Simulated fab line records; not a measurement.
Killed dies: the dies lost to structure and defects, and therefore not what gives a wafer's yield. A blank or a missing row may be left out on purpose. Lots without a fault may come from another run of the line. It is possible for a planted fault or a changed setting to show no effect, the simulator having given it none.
Code-filled problem report in 8D (eight disciplines) form -- flow nand-harc -- the parts of the form that need people (team, actions taken, sign-off) are left out

1. WHAT WENT WRONG
Mean of exposure-dose-mJ-cm2 at NHARC_P_M0_EXPOSE_06: 81.71 over 2 wafers from 1 lot, against 81.27 (standard deviation 0.075) on wafers with no fault. That puts it +5.9 standard deviations away from the usual mean.
The step: exposes mask P M0, target cd 90 nm.
Seen first at day 10 01:52 on arfi-scanner-01, wafer L692.5. The record has a number at this step for 38 wafers belonging to 13 lots. The rule behind "out" and "out of limits": a value lying over 4 standard deviations away from the usual mean. All remaining wafers that have a number are taken as sound.

2. WHAT THIS IS AND IS NOT
question,is,is not
which readings at this step,exposure-dose-mJ-cm2,-
which lots,L692,"L675, L676, L677, L679, L682, L683, L684, L689, L693, L696, L697, L698"
which wafers of those lots,all that have a number,-
read on which tools,arfi-scanner-01,"arfi-scanner-02, arfi-scanner-03"
when,from day 10 01:52,"up to then (27 sound wafers); but 9 sound wafers of L696, L697, L698 came after"

3. WHAT RULES OUT EACH SUSPECT
Counting: any tool at a process step up to the reading is kept as a suspect provided that every lot that is out went through it and no sound lot did after the first of them.
- pvd-sputter-02 at NHARC_P_CONTACT_DEGAS_38 (time 60 s): ruled out as a lasting fault. Following L692 (day 9 21:12), the first lot on it that is out, the sound lots L698, L697 were run on it.
- arfi-scanner-01 at NHARC_P_M0_EXPOSE_06 (exposes mask P M0, target cd 90 nm): kept. It ran the lot that is out, L692 (day 10 01:52), and no sound lot after that; its last sound lot up to then is L689 (day 9 18:07). Its own readings are out on those wafers: exposure-dose-mJ-cm2.
Remaining after the count: arfi-scanner-01 at NHARC_P_M0_EXPOSE_06.

4. THE CAUSE (what the simulator had put in)
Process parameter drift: arfi-scanner-01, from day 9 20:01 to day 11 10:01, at NHARC_P_M0_EXPOSE_06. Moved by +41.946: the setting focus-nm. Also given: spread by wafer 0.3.
The count eliminated every tool but this one.

5. SEQUENCE OF EFFECTS, ordered by route
One row per reading whose mean, taken over the struck wafers that have a number, lies over 3 standard deviations from the usual. Only readings for which the record gives a usual standard deviation are gone through. hours: the time from each lot's start at the first step in this table that gives one to its start at this step, as a median over the lots. sigmas: the change in usual standard deviations.
hours,step,reading,usual,on struck wafers,change,sigmas
0,NHARC_P_M0_EXPOSE_06,exposure-dose-mJ-cm2,81.27,81.71,+0.44,+5.9
Here are the process steps it includes:
- NHARC_P_M0_EXPOSE_06: exposes mask P M0, target cd 90 nm.

6. HOW IT WOULD HAVE BEEN CAUGHT EARLIER
The fault began at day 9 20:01; the first out-of-limits reading in this record came at day 10 01:52, 6 hours later.
